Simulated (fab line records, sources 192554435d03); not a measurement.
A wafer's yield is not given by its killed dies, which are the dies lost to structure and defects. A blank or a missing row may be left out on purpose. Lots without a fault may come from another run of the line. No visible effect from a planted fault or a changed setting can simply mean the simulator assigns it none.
A lot that was struck, set against a sound lot :: flow n5_finfet :: 23 out of 1938 route steps
Sound: these wafers, L717.1, L717.2, L717.5. Struck: wafer L714.1 (left out: L714.2, L714.5 of the same lot, which were not struck); the cause appears at the end.
For every step that has rows: the tool of each side, followed by ch and its chambers, followed by its first start. Under that, the readings that differ: sound wafers :: struck wafers :: difference of the means :: sigmas: that difference in standard deviations of wafers without a fault.
alike: readings whose means differ by less than 2 such deviations, and words and numbers that are the same on both sides. not compared: withheld readings, readings that some wafer has no value for, bounds like >300 that may hide the same value, and numbers for which the record gives no deviation and whose values overlap.
The two part at a step that has a row with sigmas, a row that says differs or no value, or rows on one side only. Numbers that have no deviation but don't overlap get no sigmas and don't part them. A reading missing from all wafers of one side parts the sides only when that side holds two or more wafers.

first, 1 step without rows for these wafers: N5_WELL_APT_HARDBAKE_12 (time 120 s).
N5_WELL_APT_CD_MEAS_08: the cd target is 200 nm.
  sound on cd_sem-01 ch 0, day 5 01:41; struck on cd_sem-01 ch 0, day 4 07:44
  alike: cd_nm
N5_WELL_APT_OVL_MEAS_09:
  sound on overlay-02 ch 0, day 5 01:43; struck on overlay-01 ch 0, day 4 07:46
  alike: NWELL_OVL
N5_WELL_APT_INSPECT_10: inspects for defects (macro).
  sound: defect_inspect-02 at day 5 01:44; struck: defect_inspect-02 at day 4 07:47
  alike: raw_defect_count
N5_WELL_APT_DESCUM_13: chemistry O2, time 7.9 s.
  sound on rie_diel-04 ch 1,2,3, day 5 01:56; struck on rie_diel-03 ch 0, day 4 07:49
  alike: drypump_motor_current_A, oes_product_au, rf_vpp_V, showerhead_plenum_p_Torr, temp_c, throttle_valve_pct
  not compared: rf_hours_counter_h
then, 7 steps without rows for these wafers: N5_WELL_APT_IMPLANT_14; N5_WELL_APT_IMPLANT_15; N5_WELL_APT_STRIP_16 (strips in SPM, time 900 s); N5_WELL_APT_HMDS_18 (time 60 s); N5_WELL_APT_COAT_19 (resist thk 950 nm); N5_WELL_APT_EBR_21; N5_WELL_APT_SOFTBAKE_20 (time 60 s).
N5_WELL_APT_EXPOSE_22: exposes mask PWELL, defocus 0 nm, target cd 200 nm.
  sound on krf_scanner-01 ch 0, day 5 02:48; struck on krf_scanner-02 ch 0, day 4 08:48
  alike: mask
then, 3 steps without rows for these wafers: N5_WELL_APT_PEB_23 (peb time 90 s); N5_WELL_APT_DEVELOP_24 (develop time 45 s); N5_WELL_APT_HARDBAKE_29 (time 120 s).
N5_WELL_APT_CD_MEAS_25: the cd target is 200 nm.
  sound on cd_sem-02 ch 0, day 5 02:58; struck on cd_sem-03 ch 0, day 4 08:58
reading: cd_nm (nm)
sound: 200.1 200.2 200.3
struck: 180.8
difference: -19.4
sigmas: -11
N5_WELL_APT_OVL_MEAS_26:
  sound on overlay-01 ch 0, day 5 03:00; struck on overlay-02 ch 0, day 4 09:00
  alike: PWELL_OVL
N5_WELL_APT_INSPECT_27: inspects for defects (macro).
  sound: defect_inspect-02 at day 5 03:02; struck: defect_inspect-02 at day 4 09:01
  alike: raw_defect_count
N5_WELL_APT_DESCUM_30: chemistry O2, time 7.9 s.
  sound on rie_diel-03 ch 0,1,2, day 5 03:04; struck on rie_diel-03 ch 2, day 4 09:22
reading: model.WELL_APT.cd_nm (nm)
sound: 199.7 200.3 200.4
struck: 180.7
difference: -19.4
sigmas: 
  alike: drypump_motor_current_A, oes_product_au, rf_vpp_V, showerhead_plenum_p_Torr, temp_c, throttle_valve_pct
  not compared: rf_hours_counter_h
then, 1 step without rows for these wafers: N5_WELL_APT_IMPLANT_31.
-- a jump in the record: the struck wafers' starts before and after are 7 days apart (it breaks off in module WELL_APT and resumes in module BEOL_M4, where the first step shown is number 1111 of the route) --
N5_BEOL_M4_RC_MEAS_101:
  sound on prober-01 ch 0, day 11 12:37; struck on prober-02 ch 0, day 11 03:17
  alike: DIBL_N, DIBL_P, IOFF_N, IOFF_P, ION_N, ION_P, SS_N, SS_P, VT_N, VT_P
-- record jumps: 4 days separate the struck wafers' starts on either side; left off in module BEOL_M4, taken up again in module PASSIVATION, whose first shown step is the route's number 1936 --
N5_PASSIVATION_PROBE_49:
  record: rows for the struck wafers here (prober-02, day 15 09:59), none for the sound ones

== WHERE THEY PART ==
At N5_WELL_APT_CD_MEAS_25 first; at N5_PASSIVATION_PROBE_49 last (within this record only).

WHY: the cause the simulator had injected
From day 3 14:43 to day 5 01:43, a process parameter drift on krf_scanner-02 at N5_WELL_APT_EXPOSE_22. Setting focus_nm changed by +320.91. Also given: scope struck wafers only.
